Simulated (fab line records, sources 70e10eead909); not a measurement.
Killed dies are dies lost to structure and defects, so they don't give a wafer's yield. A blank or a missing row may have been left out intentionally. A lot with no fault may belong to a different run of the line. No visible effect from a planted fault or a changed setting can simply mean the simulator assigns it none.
Comparing a struck lot with a sound one    flow nand harc    42 out of 1302 route steps
Sound: wafers L435.1, L435.4, L435.6. Wafers L441.4, L441.5, L441.6 were the ones struck. The cause is named last.
For every step that has rows: the tool of each side, followed by ch and its chambers, followed by its first start. Under that, the readings that differ: sound wafers    struck wafers    difference of the means    sigmas: that difference in standard deviations of wafers without a fault.
alike: a reading whose means differ by less than 2 such deviations, as well as words and numbers matching on both sides. not compared: withheld readings; readings where some wafer has no value; bounds like >300 that might hide an equal value; numbers whose values overlap and for which the record gives no deviation.
A row with sigmas, a row that says differs or no value, or rows on one side alone: a step with any of these is where the two part. When numbers do not overlap yet have no deviation, they are printed without sigmas and do not part them. Lack of a reading on every wafer of one side parts them only where that side has two or more wafers.

first, 1 step without rows for these wafers: NHARC_A_CONTACT_ETCH_132 (etches the open film in C4F8/O2/Ar, time 197 s, target depth 1924 nm).
NHARC_A_CONTACT_ETCH_133: etches the open film in C4F8/O2/Ar, time 374 s, target depth 1610 nm.
  sound on har cap etch-01 ch 0,1, day 22 16:24; struck on har cap etch-01 ch 0,1, day 25 04:17
reading                 sound              struck             difference  sigmas
oes air line au (a.u.)  1.035 1.038 1.006  0.975 1.001 0.984  -0.040      -2
  not compared: rf hours counter h
then, 2 steps without rows for these wafers: NHARC_A_CONTACT_ETCH_91 (etches the open film in CH3F/O2, target depth 40 nm, time 85.7 s); NHARC_A_CONTACT_ETCH_97 (etches the open film in C4F6/O2, target depth 20 nm, time 10 s).
NHARC_A_CONTACT_CD_MEAS_80:
  sound on cd sem-01 at day 22 17:20; struck on cd sem-01 at day 25 05:11
  alike: cd nm
then, 4 steps without rows for these wafers: NHARC_A_CONTACT_STRIP_103 (strips in N2/H2); NHARC_A_CONTACT_STRIP_104 (strips in CF4/CHF3); NHARC_A_CONTACT_STRIP_105 (strips in O2/COS); NHARC_A_CONTACT_ETCH_106 (etches the open film in CF4/O2, target depth 90 nm, overetch 9 nm, time 49.5 s).
NHARC_A_CONTACT_STRIP_82: strips in O2.
  sound on rie diel-09 ch 0,1,2; struck on rie diel-11 ch 0,1,3
  alike: drypump motor current A, oes product au, rf vpp V, showerhead plenum p Torr, throttle valve pct
  not compared: rf hours counter h
then, 2 steps without rows for these wafers: NHARC_A_CONTACT_STRIP_83 (strips in post etch residue remover, time 600 s); NHARC_A_CONTACT_DEP_84 (deposits aC, target thk 2800 nm).
NHARC_A_CONTACT_DEP_85: deposits SiON, target thk 60 nm.
  sound on pecvd-03 ch 0,1, day 22 23:00; struck on pecvd-03 ch 0,1,2, day 25 09:13
  alike: heater power w
then, 10 steps without rows for these wafers: NHARC_A_CONTACT_DEHYDRATE_00 (time 120 s); NHARC_A_CONTACT_HMDS_01 (time 30 s); NHARC_A_CONTACT_COAT_86 (time 75 s); NHARC_A_CONTACT_COAT_87 (time 65 s); NHARC_A_CONTACT_COAT_02 (resist thk 90 nm); NHARC_A_CONTACT_SOFTBAKE_03 (time 55 s); NHARC_A_CONTACT_EBR_04; NHARC_A_CONTACT_EXPOSE_05 (exposes mask A CC); NHARC_A_CONTACT_PEB_06 (peb time 65 s); NHARC_A_CONTACT_DEVELOP_07 (develop time 35 s).
NHARC_A_CONTACT_CD_MEAS_08: the cd target is 200 nm.
  sound on cd sem-01 ch 0, day 22 23:50; struck on cd sem-02 ch 0, day 25 09:44
  alike: cd nm
NHARC_A_CONTACT_OVL_MEAS_09:
  sound on overlay-02 at day 22 23:55; struck on overlay-02 at day 25 09:49
  alike: overlay x nm, overlay y nm
then, 3 steps without rows for these wafers: NHARC_A_CONTACT_DESCUM_13 (chemistry O2, time 3 s); NHARC_A_CONTACT_ETCH_88 (etches the open film in CF4, target depth 39 nm, time 65 s); NHARC_A_CONTACT_ETCH_89 (etches the open film in N2/H2, target depth 260 nm, time 475.3 s).
NHARC_A_CONTACT_ETCH_30: etches the open film in CF4/CHF3, target depth 72.6 nm, time 36.3 s.
  sound on rie diel-09 ch 0,2,3; struck on rie diel-09 ch 0,1,3
  alike: drypump motor current A, oes product au, rf vpp V, showerhead plenum p Torr, throttle valve pct
  not compared: rf hours counter h
then, 1 step without rows for these wafers: NHARC_A_CONTACT_ETCH_31 (etches the open film in O2/COS, target depth 2800 nm, time 728 s).
NHARC_A_CONTACT_ETCH_134: etches the open film in C4F8/O2/Ar, time 140 s, target depth 700 nm.
  sound on har cap etch-02 ch 1, day 23 01:37; struck on har cap etch-02 ch 0,1, day 25 11:19
  alike: oes air line au
  not compared: rf hours counter h
then, 1 step without rows for these wafers: NHARC_A_CONTACT_ETCH_135 (etches the open film in C4F8/O2/Ar, time 311 s, target depth 1912 nm).
NHARC_A_CONTACT_ETCH_136: etches the open film in C4F8/O2/Ar, time 311 s, target depth 1912 nm.
  sound on har cap etch-02 ch 1, day 23 02:05; struck on har cap etch-02 ch 0,1, day 25 11:49
  alike: oes air line au
  not compared: rf hours counter h
then, 5 steps without rows for these wafers: NHARC_A_CONTACT_ETCH_137 (etches the open film in C4F8/O2/Ar, time 311 s, target depth 1912 nm); NHARC_A_CONTACT_ETCH_138 (etches the open film in C4F8/O2/Ar, time 311 s, target depth 1914 nm); NHARC_A_CONTACT_ETCH_139 (etches the open film in C4F8/O2/Ar, time 195 s, target depth 840 nm); NHARC_A_CONTACT_ETCH_92 (etches the open film in CH3F/O2, target depth 40 nm, time 85.7 s); NHARC_A_CONTACT_ETCH_98 (etches the open film in C4F6/O2, target depth 20 nm, time 10 s).
NHARC_A_CONTACT_CD_MEAS_15:
  sound on cd sem-01 at day 23 03:38; struck on cd sem-03 at day 25 13:24
  alike: cd nm
then, 2 steps without rows for these wafers: NHARC_A_CONTACT_STRIP_107 (strips in N2/H2); NHARC_A_CONTACT_STRIP_108 (strips in CF4/CHF3).
NHARC_END_SORT_01:
  here the record holds rows for the struck wafers (prober-01 ch 0, day 27 11:25) but none for the sound ones

WHERE THEY PART
First at NHARC_A_CONTACT_ETCH_133; last, within this record, at NHARC_END_SORT_01.

WHY: the cause the simulator had injected
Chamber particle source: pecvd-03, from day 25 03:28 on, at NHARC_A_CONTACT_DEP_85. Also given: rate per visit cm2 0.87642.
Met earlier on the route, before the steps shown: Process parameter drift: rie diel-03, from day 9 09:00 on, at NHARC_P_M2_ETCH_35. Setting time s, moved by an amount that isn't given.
